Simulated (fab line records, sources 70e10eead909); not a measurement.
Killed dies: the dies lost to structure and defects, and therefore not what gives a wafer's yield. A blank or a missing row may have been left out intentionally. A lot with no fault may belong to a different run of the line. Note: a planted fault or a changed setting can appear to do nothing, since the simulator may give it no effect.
Check of tool commonality :: flow nandHarc :: Lots sampled 13, wafers sampled 45

== REASON IT WAS OPENED ==
On 2 of the 13 lots, a flag is raised at NHARC_A_ONON_D1_THK_MEAS_18 on the reading thkNm. Fault-free wafers read 996 nm, with a standard deviation of 8.7.
Rule: a lot gets a flag if all its wafers with a number sit over 4 standard deviations from that mean, or if no wafer of it has a number. All remaining lots are regarded as sound.

lot: L900
measured: day 8 07:59
on: filmMetro-01
thkNm (nm), wafer by wafer: 1009 1006 1010
flag: 

lot: L901
measured: day 8 12:05
on: filmMetro-02
thkNm (nm), wafer by wafer: 1016 1015 1015
flag: 

lot: L902
measured: day 8 19:38
on: filmMetro-01
thkNm (nm), wafer by wafer: 987 988 989
flag: 

lot: L903
measured: day 9 03:31
on: filmMetro-01
thkNm (nm), wafer by wafer: 991 992 991
flag: 

lot: L904
measured: day 9 19:50
on: filmMetro-01
thkNm (nm), wafer by wafer: 979 979 978
flag: 

lot: L905
measured: day 10 02:26
on: filmMetro-01
thkNm (nm), wafer by wafer: 988 989 989
flag: 

lot: L907
measured: day 11 09:40
on: filmMetro-02
thkNm (nm), wafer by wafer: 987 987 986
flag: 

lot: L908
measured: day 12 06:09
on: filmMetro-02
thkNm (nm), wafer by wafer: 990 991 990
flag: 

lot: L911
measured: day 12 21:55
on: filmMetro-01
thkNm (nm), wafer by wafer: 1007 1008 1010
flag: 

lot: L914
measured: day 14 06:20
on: filmMetro-02
thkNm (nm), wafer by wafer: 1008 1008 1008
flag: 

lot: L918
measured: day 15 19:19
on: filmMetro-01
thkNm (nm), wafer by wafer: 1617 1613 1614 1613 1613 1615
flag: FLAGGED

lot: L920
measured: day 16 15:55
on: filmMetro-01
thkNm (nm), wafer by wafer: 1620 1620 1621 1621 1620 1619
flag: FLAGGED

lot: L923
measured: day 17 20:00
on: filmMetro-02
thkNm (nm), wafer by wafer: 998 996 996
flag: 
On average the flagged lots' numbers are 1617 nm, which is +621 nm against the usual, or +71 standard deviations.

== WHICH TOOL RAN EACH LOT ==
Before the reading, the record contains 2 process steps out of a 1302-step route. Read each cell as the tool, then ch plus the chambers that the sampled wafers visited, then the start.
lot: L900
flag: 
NHARC_P_BONDPAD_ACTIVATE_29: rieDiel-04 ch 0,2,3, day 6 20:24
NHARC_A_ONON_D1_DEP_16: pecvdOnon-04 ch 0, day 8 07:29

lot: L901
flag: 
NHARC_P_BONDPAD_ACTIVATE_29: rieDiel-04 ch 0,1,3, day 7 01:38
NHARC_A_ONON_D1_DEP_16: pecvdOnon-01 ch 0, day 8 11:34

lot: L902
flag: 
NHARC_P_BONDPAD_ACTIVATE_29: rieDiel-03 ch 0,1,2, day 7 07:52
NHARC_A_ONON_D1_DEP_16: pecvdOnon-04 ch 0, day 8 19:08

lot: L903
flag: 
NHARC_P_BONDPAD_ACTIVATE_29: rieDiel-04 ch 2,3, day 7 18:17
NHARC_A_ONON_D1_DEP_16: pecvdOnon-01 ch 0, day 9 03:04

lot: L904
flag: 
NHARC_P_BONDPAD_ACTIVATE_29: rieDiel-04 ch 0,2,3, day 8 08:08
NHARC_A_ONON_D1_DEP_16: pecvdOnon-01 ch 0, day 9 19:19

lot: L905
flag: 
NHARC_P_BONDPAD_ACTIVATE_29: rieDiel-03 ch 0,2, day 8 16:23
NHARC_A_ONON_D1_DEP_16: pecvdOnon-01 ch 0, day 10 01:59

lot: L907
flag: 
NHARC_P_BONDPAD_ACTIVATE_29: rieDiel-04 ch 0,1,3, day 9 17:46
NHARC_A_ONON_D1_DEP_16: pecvdOnon-01 ch 0, day 11 09:13

lot: L908
flag: 
NHARC_P_BONDPAD_ACTIVATE_29: rieDiel-04 ch 1,2,3, day 10 16:32
NHARC_A_ONON_D1_DEP_16: pecvdOnon-03 ch 0, day 12 05:41

lot: L911
flag: 
NHARC_P_BONDPAD_ACTIVATE_29: rieDiel-03 ch 0,1, day 11 08:46
NHARC_A_ONON_D1_DEP_16: pecvdOnon-01 ch 0, day 12 21:24

lot: L914
flag: 
NHARC_P_BONDPAD_ACTIVATE_29: rieDiel-10 ch 0,1,3, day 12 22:33
NHARC_A_ONON_D1_DEP_16: pecvdOnon-03 ch 0, day 14 05:49

lot: L918
flag: FLAGGED
NHARC_P_BONDPAD_ACTIVATE_29: rieDiel-03 ch 1,2,3, day 14 10:41
NHARC_A_ONON_D1_DEP_16: pecvdOnon-01 ch 0, day 15 18:59

lot: L920
flag: FLAGGED
NHARC_P_BONDPAD_ACTIVATE_29: rieDiel-03 ch 1,2, day 15 06:25
NHARC_A_ONON_D1_DEP_16: pecvdOnon-01 ch 0, day 16 15:25

lot: L923
flag: 
NHARC_P_BONDPAD_ACTIVATE_29: rieDiel-04 ch 0,3, day 16 07:34
NHARC_A_ONON_D1_DEP_16: pecvdOnon-03 ch 0, day 17 19:32
What these steps do:
- NHARC_P_BONDPAD_ACTIVATE_29: chemistry N2, time 60 s.
- NHARC_A_ONON_D1_DEP_16: target thk 1000 nm.
- NHARC_A_ONON_D1_THK_MEAS_18: measures by ellipsometry.

== FLAGGED OVER TOTAL, TOOL BY TOOL (the gauges that took the reading come last) ==
step: NHARC_P_BONDPAD_ACTIVATE_29
tool: rieDiel-03
lots run: 5
flagged: 2
share of the flagged lots: all
sound lots run after its first flagged lot: 0

step: NHARC_P_BONDPAD_ACTIVATE_29
tool: rieDiel-04
lots run: 7
flagged: 0
share of the flagged lots: none
sound lots run after its first flagged lot: -

step: NHARC_P_BONDPAD_ACTIVATE_29
tool: rieDiel-10
lots run: 1
flagged: 0
share of the flagged lots: none
sound lots run after its first flagged lot: -

step: NHARC_A_ONON_D1_DEP_16
tool: pecvdOnon-01
lots run: 8
flagged: 2
share of the flagged lots: all
sound lots run after its first flagged lot: 0

step: NHARC_A_ONON_D1_DEP_16
tool: pecvdOnon-03
lots run: 3
flagged: 0
share of the flagged lots: none
sound lots run after its first flagged lot: -

step: NHARC_A_ONON_D1_DEP_16
tool: pecvdOnon-04
lots run: 2
flagged: 0
share of the flagged lots: none
sound lots run after its first flagged lot: -

step: NHARC_A_ONON_D1_THK_MEAS_18
tool: filmMetro-01
lots run: 8
flagged: 2
share of the flagged lots: all
sound lots run after its first flagged lot: 0

step: NHARC_A_ONON_D1_THK_MEAS_18
tool: filmMetro-02
lots run: 5
flagged: 0
share of the flagged lots: none
sound lots run after its first flagged lot: -

== WHAT THE TABLE PERMITS ==
Rows of the table that ran every flagged lot, 3 in all: rieDiel-03 at NHARC_P_BONDPAD_ACTIVATE_29, pecvdOnon-01 at NHARC_A_ONON_D1_DEP_16, filmMetro-01 at NHARC_A_ONON_D1_THK_MEAS_18.
- rieDiel-03 at NHARC_P_BONDPAD_ACTIVATE_29: 2 of its 5 lots flagged. Its last sound lot is L911 (day 11 08:46), its first flagged lot L918 (day 14 10:41): a fault that began between those two fits.
- pecvdOnon-01 at NHARC_A_ONON_D1_DEP_16: 2 of its 8 lots flagged. Its last sound lot is L911 (day 12 21:24), its first flagged lot L918 (day 15 18:59): a fault that began between those two fits.
- filmMetro-01 at NHARC_A_ONON_D1_THK_MEAS_18: 2 of its 8 lots flagged. Its last sound lot is L911 (day 12 21:55), its first flagged lot L918 (day 15 19:19): a fault that began between those two fits.
A lot count leaves these 3 tools indistinguishable: every one of them fits a fault beginning at some hour. More lots, or a look at what each step does to the wafer, might.

== WHAT THE SIMULATOR HAD INSERTED ==
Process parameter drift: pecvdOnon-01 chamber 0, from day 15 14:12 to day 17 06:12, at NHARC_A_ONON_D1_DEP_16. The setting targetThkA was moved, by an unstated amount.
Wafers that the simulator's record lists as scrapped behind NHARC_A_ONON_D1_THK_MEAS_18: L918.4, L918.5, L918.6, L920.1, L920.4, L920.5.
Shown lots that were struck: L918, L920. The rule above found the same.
